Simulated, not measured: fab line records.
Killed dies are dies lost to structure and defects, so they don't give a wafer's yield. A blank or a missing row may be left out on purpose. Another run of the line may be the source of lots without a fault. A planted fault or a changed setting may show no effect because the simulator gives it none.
Commonality check across tools || flow nand_harc || Sampled: 12 lots, 36 wafers

## WHY IT WAS OPENED
Flagged at NHARC_P_GATE_CD_MEAS_26: reading cd_nm, on 2 of 12 lots. No-fault wafers: 120.0 nm, standard deviation 0.77.
Rule: flag the lot when none of its wafers has a number, or when each of its wafers that has one lies beyond 4 standard deviations from that mean. As for the other lots, they are considered sound.

{"lot": "L727", "measured": "day 5 18:44", "on": "cd_sem-03", "cd_nm (nm), wafer by wafer": "121.1 120.1 121.4", "flag": ""}
{"lot": "L729", "measured": "day 6 20:04", "on": "cd_sem-02", "cd_nm (nm), wafer by wafer": "119.4 120.0 119.9", "flag": ""}
{"lot": "L732", "measured": "day 7 20:35", "on": "cd_sem-01", "cd_nm (nm), wafer by wafer": "109.2 107.7 108.8", "flag": "FLAGGED"}
{"lot": "L733", "measured": "day 8 11:00", "on": "cd_sem-01", "cd_nm (nm), wafer by wafer": "106.5 106.6 108.1", "flag": "FLAGGED"}
{"lot": "L738", "measured": "day 10 07:43", "on": "cd_sem-02", "cd_nm (nm), wafer by wafer": "120.6 119.9 120.9", "flag": ""}
{"lot": "L741", "measured": "day 11 18:58", "on": "cd_sem-02", "cd_nm (nm), wafer by wafer": "119.6 120.4 118.3", "flag": ""}
{"lot": "L743", "measured": "day 12 12:10", "on": "cd_sem-03", "cd_nm (nm), wafer by wafer": "118.6 119.7 119.5", "flag": ""}
{"lot": "L744", "measured": "day 12 23:01", "on": "cd_sem-02", "cd_nm (nm), wafer by wafer": "119.8 120.5 120.3", "flag": ""}
{"lot": "L745", "measured": "day 13 05:06", "on": "cd_sem-02", "cd_nm (nm), wafer by wafer": "119.8 119.2 120.7", "flag": ""}
{"lot": "L746", "measured": "day 13 18:07", "on": "cd_sem-02", "cd_nm (nm), wafer by wafer": "120.8 120.3 119.1", "flag": ""}
{"lot": "L747", "measured": "day 14 03:54", "on": "cd_sem-01", "cd_nm (nm), wafer by wafer": "120.3 119.5 119.2", "flag": ""}
{"lot": "L748", "measured": "day 14 11:21", "on": "cd_sem-03", "cd_nm (nm), wafer by wafer": "119.7 119.9 119.5", "flag": ""}
The numbers of the flagged lots are 107.8 nm on average: -12.2 nm against the usual, or -16 standard deviations.

## TOOL THAT RAN EACH LOT
The record holds 2 process steps before the reading, out of a route of 1302 steps. Read each cell as the tool, then ch plus the chambers that the sampled wafers visited, then the start.
{"lot": "L727", "flag": "", "NHARC_P_GATE_HM_DEP_102": "acl_dep-01 ch 0, day 5 17:24", "NHARC_P_GATE_PEB_24": "litho_track-01 ch 0, day 5 18:40"}
{"lot": "L729", "flag": "", "NHARC_P_GATE_HM_DEP_102": "acl_dep-03 ch 0, day 6 18:38", "NHARC_P_GATE_PEB_24": "litho_track-04 ch 0, day 6 19:59"}
{"lot": "L732", "flag": "FLAGGED", "NHARC_P_GATE_HM_DEP_102": "acl_dep-02 ch 0, day 7 19:16", "NHARC_P_GATE_PEB_24": "litho_track-04 ch 0, day 7 20:31"}
{"lot": "L733", "flag": "FLAGGED", "NHARC_P_GATE_HM_DEP_102": "acl_dep-03 ch 0, day 8 09:50", "NHARC_P_GATE_PEB_24": "litho_track-04 ch 0, day 8 10:55"}
{"lot": "L738", "flag": "", "NHARC_P_GATE_HM_DEP_102": "acl_dep-03 ch 0, day 10 06:29", "NHARC_P_GATE_PEB_24": "litho_track-01 ch 0, day 10 07:38"}
{"lot": "L741", "flag": "", "NHARC_P_GATE_HM_DEP_102": "acl_dep-03 ch 0, day 11 17:51", "NHARC_P_GATE_PEB_24": "litho_track-06 ch 0, day 11 18:53"}
{"lot": "L743", "flag": "", "NHARC_P_GATE_HM_DEP_102": "acl_dep-03 ch 0, day 12 10:56", "NHARC_P_GATE_PEB_24": "litho_track-06 ch 0, day 12 12:05"}
{"lot": "L744", "flag": "", "NHARC_P_GATE_HM_DEP_102": "acl_dep-01 ch 0, day 12 21:41", "NHARC_P_GATE_PEB_24": "litho_track-06 ch 0, day 12 22:56"}
{"lot": "L745", "flag": "", "NHARC_P_GATE_HM_DEP_102": "acl_dep-02 ch 0, day 13 03:53", "NHARC_P_GATE_PEB_24": "litho_track-04 ch 0, day 13 05:01"}
{"lot": "L746", "flag": "", "NHARC_P_GATE_HM_DEP_102": "acl_dep-01 ch 0, day 13 16:46", "NHARC_P_GATE_PEB_24": "litho_track-04 ch 0, day 13 18:02"}
{"lot": "L747", "flag": "", "NHARC_P_GATE_HM_DEP_102": "acl_dep-03 ch 0, day 14 02:33", "NHARC_P_GATE_PEB_24": "litho_track-04 ch 0, day 14 03:49"}
{"lot": "L748", "flag": "", "NHARC_P_GATE_HM_DEP_102": "acl_dep-03 ch 0, day 14 10:08", "NHARC_P_GATE_PEB_24": "litho_track-04 ch 0, day 14 11:16"}
These steps, and what they do:
- NHARC_P_GATE_HM_DEP_102: deposits aC, target thk 120 nm.
- NHARC_P_GATE_PEB_24: peb time 65 s.
- NHARC_P_GATE_CD_MEAS_26: target cd 120 nm.

## FLAGGED OVER TOTAL, TOOL BY TOOL (the gauges that took the reading come last)
{"step": "NHARC_P_GATE_HM_DEP_102", "tool": "acl_dep-01", "lots run": 3, "flagged": 0, "share of the flagged lots": "none", "sound lots run after its first flagged lot": "-"}
{"step": "NHARC_P_GATE_HM_DEP_102", "tool": "acl_dep-02", "lots run": 2, "flagged": 1, "share of the flagged lots": "some", "sound lots run after its first flagged lot": "1 (L745)"}
{"step": "NHARC_P_GATE_HM_DEP_102", "tool": "acl_dep-03", "lots run": 7, "flagged": 1, "share of the flagged lots": "some", "sound lots run after its first flagged lot": "5 (L738,L741,L743,L747,L748)"}
{"step": "NHARC_P_GATE_PEB_24", "tool": "litho_track-01", "lots run": 2, "flagged": 0, "share of the flagged lots": "none", "sound lots run after its first flagged lot": "-"}
{"step": "NHARC_P_GATE_PEB_24", "tool": "litho_track-04", "lots run": 7, "flagged": 2, "share of the flagged lots": "all", "sound lots run after its first flagged lot": "4 (L745,L746,L747,L748)"}
{"step": "NHARC_P_GATE_PEB_24", "tool": "litho_track-06", "lots run": 3, "flagged": 0, "share of the flagged lots": "none", "sound lots run after its first flagged lot": "-"}
{"step": "NHARC_P_GATE_CD_MEAS_26", "tool": "cd_sem-01", "lots run": 3, "flagged": 2, "share of the flagged lots": "all", "sound lots run after its first flagged lot": "1 (L747)"}
{"step": "NHARC_P_GATE_CD_MEAS_26", "tool": "cd_sem-02", "lots run": 6, "flagged": 0, "share of the flagged lots": "none", "sound lots run after its first flagged lot": "-"}
{"step": "NHARC_P_GATE_CD_MEAS_26", "tool": "cd_sem-03", "lots run": 3, "flagged": 0, "share of the flagged lots": "none", "sound lots run after its first flagged lot": "-"}

## WHAT THE TABLE PERMITS
Table rows that saw every flagged lot: 2, namely litho_track-04 at NHARC_P_GATE_PEB_24 and cd_sem-01 at NHARC_P_GATE_CD_MEAS_26.
- litho_track-04 at NHARC_P_GATE_PEB_24 ran 7 lots, 2 of them flagged. Lots that were sound ran on it after the first flagged one (L745, L746, L747, L748); a persistent fault on the entire tool would not allow that.
- cd_sem-01 at NHARC_P_GATE_CD_MEAS_26 ran 3 lots, 2 of them flagged. Lots that were sound ran on it after the first flagged one (L747); a persistent fault on the entire tool would not allow that.
There is no row in the table that ran each flagged lot and no sound lot after the first.

## WHAT THE SIMULATOR PUT IN
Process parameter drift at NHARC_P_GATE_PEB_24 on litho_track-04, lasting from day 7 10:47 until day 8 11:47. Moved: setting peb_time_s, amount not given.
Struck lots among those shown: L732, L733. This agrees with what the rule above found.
